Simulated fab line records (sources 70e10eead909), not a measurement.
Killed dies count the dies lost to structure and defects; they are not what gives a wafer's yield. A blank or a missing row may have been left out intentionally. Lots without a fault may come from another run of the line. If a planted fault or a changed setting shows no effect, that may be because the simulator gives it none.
Chamber matching | flow nand_harc | NHARC_P_ZERO_WELL_ETCH_65 on rie_diel-09: 3 sister chambers
The step etches the open film in N2/H2, target depth 80 nm, overetch 24 nm, time 87.88 s. 6 wafers are shown with their chamber, then 5 later ones without.

== EACH WAFER AND ITS CHAMBER ==
wafer  | chamber | drypump_motor_current_A (A) | showerhead_plenum_p_Torr (Torr)
L702.1 | 1       | 6.1                         | 2.14
L710.3 | 0       | 5.2                         | 2.05
L710.5 | 0       | 5.2                         | 2.05
L710.6 | 1       | 6.2                         | 2.13
L717.3 | 3       | 5.9                         | 1.95
L717.5 | 3       | 5.9                         | 1.95

== WAFERS WHOSE CHAMBER IS MISSING ==
wafer  | drypump_motor_current_A (A) | showerhead_plenum_p_Torr (Torr)
L717.6 | 5.2                         | 2.04
L721.3 | 5.9                         | 1.95
L721.5 | 5.2                         | 2.04
L723.4 | 6.2                         | 2.12
L723.5 | 5.9                         | 1.95

== THE CHAMBER EACH PASSED THROUGH ==
wafer  | from the rows above | in truth
L717.6 | 0                   | 0
L721.3 | 3                   | 3
L721.5 | 0                   | 0
L723.4 | 1                   | 1
L723.5 | 3                   | 3
Correctly placed: 5 of 5. Can't be placed from these rows: 0. Wrongly placed: 0.
How it was worked out, from the rows above alone: a wafer's distance from a chamber is the root of the sum, over the readings, of the square of ((its reading less the chamber's mean) divided by the reading's scatter). The wafer belongs to the nearest chamber; if the next one is less than 2 further off, it can't be placed. A chamber's mean is the mean of its shown wafers. How the scatter is found: for the shown wafers, subtract from each reading the mean of its chamber, square and add these, divide the total by (wafers less chambers), then take the root.
